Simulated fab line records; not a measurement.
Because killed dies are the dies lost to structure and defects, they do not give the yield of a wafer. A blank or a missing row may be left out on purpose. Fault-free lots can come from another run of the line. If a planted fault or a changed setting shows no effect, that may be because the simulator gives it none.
fab line records	flow n5Finfet
[record] lots = 6	wafers = 18	lastDay = 17
route steps=1938 shown BEOL_M12@1604 PASSIVATION@1936
lots that met no fault: taken from a fault-free run of the same line
startH: the number of hours between the record's first day and the start of the first shown wafer of the lot	waitH: hours elapsed since this lot's preceding step	" unchanged from the row above	L1.1+2: several wafers, shown together as one row	- value missing, or start not given	* or withheld: withheld	< > ~ a bound
route shown NAME@n: a module of which the file shows steps, and the number in the route of the first	usual: mean/standard deviation taken from wafers without a fault	same: alike in all rows	chamber/n: place in a boat	sites: per-site readings	_std_site: the values' standard deviation	_edge_site: the outer-site mean with the inner-site mean subtracted	radiusMm: for every site, how far away it sits from the centre of the wafer	mask NAME#n: copy n	behind: the tool/chamber that last shaped the wafer	hold: cause of the lot's hold/its duration in hours/its outcome	device: the transistor (n, p or np) that didn't switch	end of line: the same wafers' tests at the end of the route	a step without rows: its recipe alone	killed: count of dies lost to structure and defects at first sort (not the wafer's yield)	map: a wafer's dies, x killed, . not, _ none there
set.NAME: the setting as run; set.NAME@STEP: as run at that earlier step	model.NAME: the simulator's own value behind a step, which no gauge read
lots seen at some steps along the route; tables by step, rows by wafer
services: when a tool's chamber went out of use (startH, in hours from the record's first day, below 0 if earlier), for how many hours, and the reason
[[steps]]
[step N5_BEOL_M12_COAT_58]
[recipe] resist = BARC	tempC = 205	timeS = 60	spinRpm = 1500	resistThkNm = 89
[step N5_BEOL_M12_COAT_04]
[recipe] spinRpm = 1625	resistThkNm = 400
[step N5_BEOL_M12_EBR_06]
[recipe] solvent = PGMEA	ebrWidthMm = 1.5
[step N5_BEOL_M12_SOFTBAKE_05]
[recipe] tempC = 130	timeS = 60
[step N5_BEOL_M12_EXPOSE_07]
[recipe] maskId = V11	na = 0.93	sourceShape = conventional	sigmaOuter = 0.6	polarization = unpolarized	attpsmPhaseDeg = 180	doseMj = 32.5
[step N5_BEOL_M12_PEB_08]
[recipe] pebTempC = 130	pebTimeS = 90
[step N5_BEOL_M12_DEVELOP_09]
[recipe] developTimeS = 45	rinseLiquid = diw	dry = airSpin	devTempC = 21
[step N5_BEOL_M12_HARDBAKE_14]
[recipe] tempC = 130	timeS = 120
[step N5_BEOL_M12_CD_MEAS_10]
[recipe] targetCdNm = 140	landingEnergyEv = 500	detector = seInlens	polarity = opening
[usual] cdNm = 139.9/2.2
lot.wafer	tool	chamber	startH	waitH	cdNm
L631.1	cdSem-01	0	283.59	-	138.5
L631.2	"	0	"	"	138.8
L631.3	"	0	"	"	141.4
L629.2	cdSem-02	0	283.86	-	138.2
L629.3	"	0	"	"	138.4
L629.5	"	0	"	"	143.0
L636.1	cdSem-01	0	329.92	-	138.5
L636.3	"	0	"	"	143.0
L636.6	"	0	"	"	137.2
L638.1	cdSem-03	0	340.63	-	140.4
L638.4	"	0	"	"	140.5
L638.6	"	0	"	"	135.6
L641.1	cdSem-03	0	349.15	-	144.3
L641.3	"	0	"	"	140.0
L641.6	"	0	"	"	138.4
L642.1	cdSem-03	0	356.94	-	136.9
L642.5	"	0	"	"	140.4
L642.6	"	0	"	"	138.3
[step N5_BEOL_M12_OVL_MEAS_11]
[recipe] pointsPerWafer = 44
[usual] V11_OVL = -2/4.8
lot.wafer	tool	chamber	startH	waitH	V11_OVL[nm]
L631.1	overlay-02	0	283.62	0.0	5
L631.2	"	0	"	"	4
L631.3	"	0	"	"	4
L629.2	overlay-01	0	283.89	0.0	-4
L629.3	"	0	"	"	-4
L629.5	"	0	"	"	-4
L636.1	overlay-01	0	329.95	0.0	5
L636.3	"	0	"	"	-4
L636.6	"	0	"	"	4
L638.1	overlay-02	0	340.66	0.0	-15
L638.4	"	0	"	"	-8
L638.6	"	0	"	"	-6
L641.1	overlay-01	0	349.21	0.1	6
L641.3	"	0	"	"	9
L641.6	"	0	"	"	-3
L642.1	overlay-01	0	356.97	0.0	-13
L642.5	"	0	"	"	-9
L642.6	"	0	"	"	-4
[step N5_BEOL_M12_INSPECT_12]
[recipe] mode = adi	inspectInstrument = macro
[usual] rawDefectCount = 2.1/1.4
lot.wafer	tool	chamber	startH	waitH	rawDefectCount
L631.1	defectInspect-01	-	283.64	0.0	2
L631.2	"	-	"	"	3
L631.3	"	-	"	"	3
L629.2	defectInspect-01	-	283.91	0.0	2
L629.3	"	-	"	"	1
L629.5	"	-	"	"	1
L636.1	defectInspect-01	-	329.98	0.0	2
L636.3	"	-	"	"	3
L636.6	"	-	"	"	1
L638.1	defectInspect-02	-	340.68	0.0	3
L638.4	"	-	"	"	1
L638.6	"	-	"	"	3
L641.1	defectInspect-01	-	349.24	0.0	0
L641.3	"	-	"	"	0
L641.6	"	-	"	"	4
L642.1	defectInspect-02	-	356.99	0.0	1
L642.5	"	-	"	"	1
L642.6	"	-	"	"	2
[step N5_BEOL_M12_DESCUM_15]
[recipe] chemistry = O2	timeS = 7.9	sourcePowerW = 50	biasPowerW = 20	pressureMtorr = 20	rfFrequencyHz = 2.712e+07	tempC = 40	o2FlowSccm = 225
[usual] drypumpMotorCurrentA = 5.7/0.44	oesProductAu = 0.81/0.089	rfFwdPowerW = 49.48/0.17	rfVppV = 243.2/1.8	showerheadPlenumPTorr = 2.10/0.11	throttleValvePct = 20.45/0.23
lot.wafer	tool	chamber	startH	waitH	drypumpMotorCurrentA	oesProductAu	rfFwdPowerW	rfHoursCounterH	rfVppV	showerheadPlenumPTorr	throttleValvePct
L631.1	rieDiel-03	1	283.67	0.0	6.0	0.73	49.78	168	241.8	2.01	20.82
L631.2	"	3	"	"	5.4	0.68	49.52	245	242.2	2.05	20.48
L631.3	"	0	"	"	5.5	0.84	49.41	77	244.9	2.25	20.46
L629.2	rieDiel-03	1	283.94	0.0	6.0	0.73	49.84	168	241.1	2.01	20.82
L629.3	"	2	"	"	5.2	0.76	49.23	162	241.0	1.97	20.23
L629.5	"	3	"	"	5.3	0.67	49.43	-	241.3	2.05	20.49
L636.1	rieDiel-03	2	330.01	0.0	5.2	0.75	49.42	182	241.5	1.96	20.27
L636.3	"	0	"	"	5.5	0.81	49.51	97	245.1	2.24	20.49
L636.6	"	2	"	"	5.1	0.74	49.39	-	241.7	1.96	20.26
L638.1	rieDiel-03	1	341.10	0.4	6.0	0.73	49.61	192	242.5	2.00	20.85
L638.4	"	0	"	"	5.5	0.81	49.46	100	244.4	2.24	20.49
L638.6	"	3	"	"	5.4	0.95	49.23	-	241.2	2.05	20.18
L641.1	rieDiel-04	2	349.29	0.0	6.1	0.90	49.26	21	245.7	2.26	20.65
L641.3	"	3	"	"	5.3	0.86	49.47	64	245.3	2.21	20.28
L641.6	"	2	"	"	6.1	0.90	49.49	-	245.9	2.26	20.66
L642.1	rieDiel-05	3	357.02	0.0	6.0	0.75	49.27	163	243.8	2.18	20.41
L642.5	"	0	"	"	5.8	0.84	49.58	-	242.3	2.05	20.49
L642.6	"	1	"	"	6.5	0.86	49.42	-	245.5	2.23	20.62
[step N5_BEOL_M12_ETCH_59]
[recipe] chemistry = N2/H2	target = BARC	targetDepthA = 890	overetchA = 267	timeS = 67.9	ionEnergyEv = 200	pressureMtorr = 30	sourceW = 840	biasW = 150	n2FlowSccm = 200	h2FlowSccm = 200
[usual] drypumpMotorCurrentA = 5.7/0.44	h2FlowSccm = 200.0/0.62	oesProductAu = 0.69/0.073	rfFwdPowerW = 834.1/2.7	rfVppV = 524/3.4	showerheadPlenumPTorr = 2.54/0.12	throttleValvePct = 17.81/0.19
lot.wafer	tool	chamber	startH	waitH	drypumpMotorCurrentA	h2FlowSccm	oesProductAu	rfFwdPowerW	rfHoursCounterH	rfVppV	showerheadPlenumPTorr	throttleValvePct
L631.1	rieDiel-03	1	283.71	0.0	6.0	200.0	0.63	833.7	168	522	2.40	17.96
L631.2	"	3	"	"	5.3	200.1	0.59	832.8	245	522	2.51	18.05
L631.3	"	0	"	"	5.5	199.6	0.70	832.6	77	526	2.68	17.57
L629.2	rieDiel-03	1	283.98	0.0	6.0	200.5	0.63	832.3	168	520	2.40	17.98
L629.3	"	2	"	"	5.2	200.5	0.65	835.0	162	522	2.43	17.86
L629.5	"	3	"	"	5.4	199.3	0.59	834.5	-	523	2.51	18.06
L636.1	rieDiel-03	2	330.04	0.0	5.2	219.2	0.63	834.6	182	520	2.48	18.50
L636.3	"	0	"	"	5.5	220.8	0.68	830.6	97	528	2.73	18.23
L636.6	"	2	"	"	5.2	219.4	0.63	831.5	-	521	2.48	18.52
L638.1	rieDiel-03	1	341.13	0.0	6.0	219.9	0.61	828.7	192	520	2.45	18.63
L638.4	"	0	"	"	5.5	219.3	0.68	833.6	100	528	2.73	18.24
L638.6	"	3	"	"	5.3	219.6	0.80	836.6	-	523	2.56	18.30
L641.1	rieDiel-04	2	349.32	0.0	6.2	200.3	0.76	833.1	21	529	2.70	17.91
L641.3	"	3	"	"	5.3	199.7	0.73	834.0	64	526	2.68	17.63
L641.6	"	2	"	"	6.2	200.4	0.77	829.8	-	528	2.70	17.90
L642.1	rieDiel-05	3	357.06	0.0	6.0	199.8	0.65	833.9	163	528	2.67	17.97
L642.5	"	0	"	"	5.8	199.4	0.72	838.7	-	521	2.45	17.68
L642.6	"	1	"	"	6.5	198.9	0.74	834.2	-	527	2.67	17.69
[step N5_BEOL_M12_VIA_ETCH_16]
[recipe] chemistry = C4F8/O2/Ar	target = SiOC	pressureMtorr = 30	sourceW = 3000	biasW = 700	Ar_flow_sccm = 400	C4F8_flow_sccm = 15	O2_flow_sccm = 8	heInnerTorr = 15	heOuterTorr = 30	targetDepthA = 7248	timeS = withheld	ionEnergyEv = 250	ends = cleared
[usual] O2_flow_sccm = 7.999/0.024	drypumpMotorCurrentA = 5.7/0.44	oesProductAu = 0.73/0.08	rfFwdPowerW = 2994/10	rfVppV = 666/4.3	showerheadPlenumPTorr = 3.42/0.15	throttleValvePct = 24.15/0.28
lot.wafer	tool	chamber	startH	waitH	O2_flow_sccm	drypumpMotorCurrentA	oesProductAu	rfFwdPowerW	rfVppV	showerheadPlenumPTorr	throttleValvePct
L631.1	rieDiel-03	1	283.76	0.0	8.045	6.0	0.66	3005	660	3.31	24.70
L631.2	"	3	"	"	7.959	5.4	0.62	2998	663	3.34	24.13
L631.3	"	0	"	"	7.990	5.5	0.75	2975	670	3.61	24.05
L629.2	rieDiel-03	1	284.03	0.0	8.027	6.0	0.67	2990	660	3.31	24.71
L629.3	"	2	"	"	7.985	5.2	0.68	2992	662	3.30	24.28
L629.5	"	3	"	"	8.052	5.3	0.62	3000	663	3.34	24.12
L636.1	rieDiel-03	2	330.10	0.0	7.982	5.2	0.66	2987	662	3.29	24.32
L636.3	"	0	"	"	8.022	5.5	0.72	2997	672	3.60	24.06
L636.6	"	2	"	"	7.991	5.2	0.67	2978	661	3.29	24.29
L638.1	rieDiel-03	1	341.18	0.0	7.992	6.1	0.66	2986	661	3.29	24.74
L638.4	"	0	"	"	7.949	5.5	0.73	2993	671	3.60	24.07
L638.6	"	3	"	"	8.005	5.3	0.85	2980	665	3.33	23.87
L641.1	rieDiel-04	2	349.37	0.0	7.979	6.2	0.81	2990	671	3.62	24.23
L641.3	"	3	"	"	8.002	5.4	0.76	2995	670	3.61	24.12
L641.6	"	2	"	"	7.995	6.2	0.81	2989	671	3.62	24.22
L642.1	rieDiel-05	3	357.11	0.0	7.991	5.9	0.69	2991	669	3.56	24.17
L642.5	"	0	"	"	8.012	5.8	0.76	3003	663	3.28	23.83
L642.6	"	1	"	"	8.041	6.5	0.79	2974	670	3.56	24.08
[step N5_PASSIVATION_PROBE_49]
[usual] defectLimitedYield = 91.7/1.4	killed_at_M0_to_M3 = 32/9.7	killed_at_M4_up = 14/5.5	killedAtContacts = 13/6.1	killedAtFrontEnd = 35/10	killedAtOther = 4.2/2.9	killedDies = 98/17	killedOpen = 63/12	killedShort = 32/7.7	sort_bin_5_function = 4.8/0.9	sort_bin_6_memory = 3.1/0.63	sort_bin_8_speed = 1/3.3	sortNPass = 1073/41	sortYieldPct = 91/3.5
[same] grossDies = 1180	killedAtBackSide = 0	sort_bin_4_leakage[%] = 0
lot.wafer	tool	chamber	startH	waitH	defectLimitedYield[%]	killed_at_M0_to_M3	killed_at_M4_up	killedAtContacts	killedAtFrontEnd	killedAtOther	killedDies	killedOpen	killedShort	sort_bin_5_function[%]	sort_bin_6_memory[%]	sort_bin_8_speed[%]	sortNPass	sortYieldPct[%]
L631.1	prober-02	-	319.71	0.0	90.9	61	14	5	26	1	107	78	28	4.8	4.0	0	1073	91
L631.2	prober-02	-	319.76	0.1	91.4	38	8	5	50	1	102	66	25	4.7	3.1	11	949	80
L631.3	prober-02	-	319.81	0.1	92.6	36	7	12	29	3	87	53	33	4.2	2.6	0	1093	93
L629.2	prober-02	-	324.16	0.1	91.0	25	13	31	29	8	106	62	43	5.5	3.1	0	1071	91
L629.3	prober-02	-	324.21	0.1	93.3	21	13	17	26	2	79	57	21	4.3	2.2	0	1101	93
L629.5	prober-02	-	324.31	0.2	93.9	20	10	16	25	1	72	45	25	3.3	2.5	0	1108	94
L636.1	prober-01	-	371.14	0.0	93.8	26	12	17	16	2	73	45	26	3.4	2.5	0	1107	94
L636.3	prober-01	-	371.24	0.1	93.6	18	10	14	32	1	75	52	23	3.6	2.5	0	1105	94
L636.6	prober-01	-	371.39	0.3	92.5	28	15	22	21	2	88	64	23	4.3	2.9	0	1092	93
L638.6	prober-01	-	383.44	0.3	88.6	31	15	20	67	2	135	88	41	6.9	3.7	0	1045	89
// killed by level:class
L631.1 BEOL_M3:geometricParticle:open=21 BEOL_M1:geometricParticle:open=14 BEOL_M4:geometricParticle:open=10 STI_FIN_REVEAL:geometricParticle:open=9 BEOL_M1:geometricParticle:short=6 BEOL_M2:geometricParticle:open=6 MOL_CONTACT_COAG:geometricParticle:open=5 BEOL_M3:geometricParticle:short=5
L631.2 STI_FIN_REVEAL:geometricParticle:open=20 BEOL_M1:geometricParticle:open=8 BEOL_M3:geometricParticle:open=8 HKMG_FIN:areaEtch=8 DUMMY_GATE:geometricParticle:open=5 BEOL_M0_SAQP:geometricParticle:short=5 BEOL_M0:geometricParticle:open=5 BEOL_M2:geometricParticle:open=4
L631.3 MOL_CONTACT_COAG:geometricParticle:open=8 BEOL_M0_SAQP:geometricParticle:short=6 BEOL_M1:geometricParticle:open=6 BEOL_M2:geometricParticle:open=6 BEOL_M3:geometricParticle:short=6 DUMMY_GATE:geometricParticle:open=5 GATE_CUT:geometricParticle:open=5 STI_FIN_REVEAL:geometricParticle:open=4
L629.2 MOL_CONTACT_COAG:geometricParticle:open=25 FIN_SAQP:geometricParticle:short=11 BEOL_M0_SAQP:geometricParticle:short=8 GATE_CUT:geometricParticle:open=6 MOL_CONTACT_COAG:geometricParticle:short=6 BEOL_M2:geometricParticle:open=6 GATE_CUT:geometricParticle:short=5 MIM_TOP_ETCH:geometricParticle:short=5
L629.3 MOL_CONTACT_COAG:geometricParticle:open=13 FIN_SAQP:geometricParticle:open=8 BEOL_M2:geometricParticle:open=7 BEOL_M4:geometricParticle:open=6 STI_FIN_REVEAL:geometricParticle:open=5 FIN_SAQP:geometricParticle:short=4 BEOL_M0_SAQP:geometricParticle:open=4 STI_FIN_REVEAL:geometricParticle:short=3
L629.5 MOL_CONTACT_COAG:geometricParticle:open=15 BEOL_M2:geometricParticle:open=8 GATE_CUT:geometricParticle:short=7 STI_FIN_REVEAL:geometricParticle:open=6 BEOL_M0_SAQP:geometricParticle:short=5 BEOL_M5:geometricParticle:open=5 FIN_SAQP:geometricParticle:short=4 BEOL_M4:geometricParticle:open=3
L636.1 MOL_CONTACT_COAG:geometricParticle:open=13 BEOL_M0_SAQP:geometricParticle:short=11 BEOL_M0_SAQP:geometricParticle:open=5 STI_FIN_REVEAL:geometricParticle:open=4 MOL_CONTACT_COAG:geometricParticle:short=4 BEOL_M3:geometricParticle:open=4 BEOL_M8:geometricParticle:open=3 STARTING-WAFER:geometricParticle:open=3
L636.3 MOL_CONTACT_COAG:geometricParticle:open=12 DUMMY_GATE:geometricParticle:open=7 FIN_SAQP:geometricParticle:open=5 BEOL_M0_SAQP:geometricParticle:short=5 STI_FIN_REVEAL:geometricParticle:open=4 DUMMY_GATE:geometricParticle:short=4 BEOL_M0_SAQP:geometricParticle:open=4 BEOL_M2:geometricParticle:open=4
L636.6 MOL_CONTACT_COAG:geometricParticle:open=17 BEOL_M2:geometricParticle:open=10 DUMMY_GATE:geometricParticle:open=7 BEOL_M4:geometricParticle:open=7 MOL_CONTACT_COAG:geometricParticle:short=5 BEOL_M0_SAQP:geometricParticle:short=5 BEOL_M5:geometricParticle:open=4 FIN_SAQP:geometricParticle:short=3
L638.6 FIN_SAQP:geometricParticle:open=16 MOL_CONTACT_COAG:geometricParticle:open=14 STI_FIN_REVEAL:geometricParticle:open=11 DUMMY_GATE:geometricParticle:open=9 FIN_SAQP:geometricParticle:short=8 BEOL_M0_SAQP:geometricParticle:open=8 BEOL_M0_SAQP:geometricParticle:short=7 BEOL_M1:geometricParticle:open=7
[[services]]
tool	chamber	startH	hours	kind
rieDiel-04	2	268.75	-	clean
rieDiel-04	2	268.75	-	consumableReplace:focusRing
rieDiel-04	2	268.75	-	consumableReplace:showerhead
rieDiel-04	2	268.75	31.2	scheduledDown
rieDiel-04	2	268.75	31.2	ventCycle
rieDiel-05	2	293.13	6.3	repair
rieDiel-03	3	297.06	-	clean
rieDiel-03	3	297.06	-	consumableReplace:focusRing
rieDiel-03	3	297.06	31.2	scheduledDown
rieDiel-03	3	297.06	31.2	ventCycle
rieDiel-04	0	302.16	21.8	repair
rieDiel-04	-	322.52	0.7	repair
rieDiel-04	1	332.38	-	clean
rieDiel-04	1	332.38	-	consumableReplace:focusRing
rieDiel-04	1	332.38	-	consumableReplace:showerhead
rieDiel-04	1	332.38	17.4	scheduledDown
rieDiel-04	1	332.38	17.4	ventCycle
[[key]]
[firstSign] step = N5_BEOL_M12_ETCH_59	reading = h2FlowSccm	direction = up	sigmas = 32	usual = 200.0	struck = 219.7
[effect] step = N5_BEOL_M12_ETCH_59	reading = throttleValvePct	direction = up	sigmas = 3.1	usual = *	struck = *
metAt N5_BEOL_M12_ETCH_59
struckWafers L636.1,L636.3,L636.6,L638.1,L638.4,L638.6
onsetBetween 283.98 330.04
[fault] kind = processParameterDrift	tool = rieDiel-03	chamber = -	onsetH = 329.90	steps = N5_BEOL_M12_ETCH_59	channel = h2FlowSccm	offset = 20	shape = step	endH = 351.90	actsIn = theseRecipesOnly	stated = 200
